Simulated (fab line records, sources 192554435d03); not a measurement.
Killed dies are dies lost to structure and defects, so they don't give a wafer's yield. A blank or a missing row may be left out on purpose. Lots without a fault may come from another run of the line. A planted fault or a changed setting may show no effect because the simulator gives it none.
Split-lot experiment | flow n5_finfet | 7 lots, 21 wafers read, on a route of 1938 steps

THE SPLIT
At N5_BEOL_M1_PECVD_72 (deposits SiO2 from TEOS/O2, target thk 16 nm, time 18 s), the setting temp_c was moved away from the recipe's 400 C on 5 of the 21 wafers read, by -2.1% to +3.9%. The other wafers ran this setting at the recipe's value.

FROM THE SPLIT TO THE READING: what the file shows between them, 3 steps
- N5_BEOL_M1_TRENCH_ETCH_37: etches SiOC in C4F6/O2, target depth 55.207 nm, time 29 s (also split here: time_s)
- N5_BEOL_M1_ETCH_41: etches SiCN in CH3F/O2, target depth 31.9 nm, time 57.8 s
- N5_BEOL_M1_STRIP_97: strips in N2/H2, time 10 s

THE READING
SiO2_of_BEOL_M1_PECVD_72.thk_nm (the simulator's own value, which no gauge read), in nm, at N5_BEOL_M1_HM_STRIP_39 (strips TiN in peroxide tin strip, target depth 25 nm, time 158 s). The file gives no usual value for it. The 16 wafers here that ran the recipe average 15.8 nm, standard deviation 0.27 nm.

wafer  | tool, chamber at the split | temp_c as run, C | against the recipe | SiO2_of_BEOL_M1_PECVD_72.thk_nm, nm | against lot-mates on the recipe
L075.2 | pecvd-04, 2                | 400              | recipe             | 15.4                                | -
L075.4 | pecvd-04, 2                | 400              | recipe             | 15.6                                | -
L075.5 | pecvd-04, 0                | 415.5            | +3.9%              | 13.8                                | -1.7
L078.1 | pecvd-03, 0                | 414.1            | +3.5%              | 13.8                                | -2.2
L078.3 | pecvd-03, 1                | 400              | recipe             | 16                                  | -
L078.5 | pecvd-03, 2                | 414.1            | +3.5%              | 14.4                                | -1.6
L081.2 | pecvd-04, 2                | 400              | recipe             | 15.6                                | -
L081.5 | pecvd-04, 2,1              | 400              | recipe             | 16.2                                | -
L081.6 | pecvd-04, 2,1              | 400              | recipe             | 16.2                                | -
L077.4 | pecvd-01, 2                | 400              | recipe             | 16                                  | -
L077.5 | pecvd-01, 1                | 400              | recipe             | 15.4                                | -
L077.6 | pecvd-01, 0                | 391.5            | -2.1%              | 16.6                                | +0.9
L082.1 | pecvd-01, 0                | 400              | recipe             | 15.8                                | -
L082.4 | pecvd-01, 2                | 400              | recipe             | 16                                  | -
L082.5 | pecvd-01, 1                | 404.8            | +1.2%              | 15                                  | -0.9
L084.2 | pecvd-01, 0,2              | 400              | recipe             | 15.8                                | -
L084.3 | pecvd-01, 0,2              | 400              | recipe             | 15.8                                | -
L084.6 | pecvd-01, 0                | 400              | recipe             | 16.2                                | -
L086.1 | pecvd-01, 2                | 400              | recipe             | 15.6                                | -
L086.2 | pecvd-01, 0                | 400              | recipe             | 15.8                                | -
L086.3 | pecvd-01, 1                | 400              | recipe             | 15.4                                | -
Where a row lists several chambers, the file gives one row for several wafers and doesn't say which wafer went through which chamber.

THE FIT
A straight line over all 21 wafers: SiO2_of_BEOL_M1_PECVD_72.thk_nm changes by -0.483 nm for each +1% of temp_c; r = -0.93; the points scatter about the line by 0.28 nm.
The same after taking each lot's own level away (the mean of its wafers on the recipe; 21 wafers): -0.496 nm for each +1%; r = -0.95; scatter 0.23 nm.
On that fit, the largest move of temp_c shifts the reading by 1.9 nm.
The lots' own levels span 15.50 to 16.00 nm, that is 1.8 times the standard deviation above.
So the lot-to-lot level changes the slope little: the two slopes agree.
Check: with one of the wafers moved furthest among these (+3.9%) left out of the fit, the line predicts -2.07 nm for it against its lot-mates. It came out at -1.7 nm against them.

OTHER SPLITS ON THESE WAFERS
These wafers also went through other splits before the reading. Each is held against what the fit with the lots' levels taken away leaves over:
other split on the same wafers    | wafers away from the commonest value | r with SiO2_of_BEOL_M1_PECVD_72.thk_nm (lot level and that fit taken away)
N5_BEOL_M0_SAQP_EXPOSE_37 dose_mj | 10                                   | -0.04
N5_BEOL_M1_ILD_DEP_00 time_s      | 6                                    | -0.05
N5_BEOL_M1_TRENCH_ETCH_37 time_s  | 8                                    | -0.14

THE WHOLE CHAIN: every reading that the file lists as answering this split, in the file's order
step                   | what it does                                                     | reading                                                                          | change (the file's fit)               | r (the file's)
N5_BEOL_M1_PECVD_72    | deposits SiO2 from TEOS/O2, target thk 16 nm, time 18 s          | SiO2_of_BEOL_M1_PECVD_72.thk_nm (the simulator's own value, which no gauge read) | -0.498 nm for each +1% of the setting | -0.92
N5_BEOL_M1_HM_STRIP_39 | strips TiN in peroxide tin strip, target depth 25 nm, time 158 s | SiO2_of_BEOL_M1_PECVD_72.thk_nm (the simulator's own value, which no gauge read) | -0.487 nm for each +1% of the setting | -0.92

THE FILE'S OWN FIT
SiO2_of_BEOL_M1_PECVD_72.thk_nm changes by -0.487 nm for each +1% of temp_c, r = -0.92.
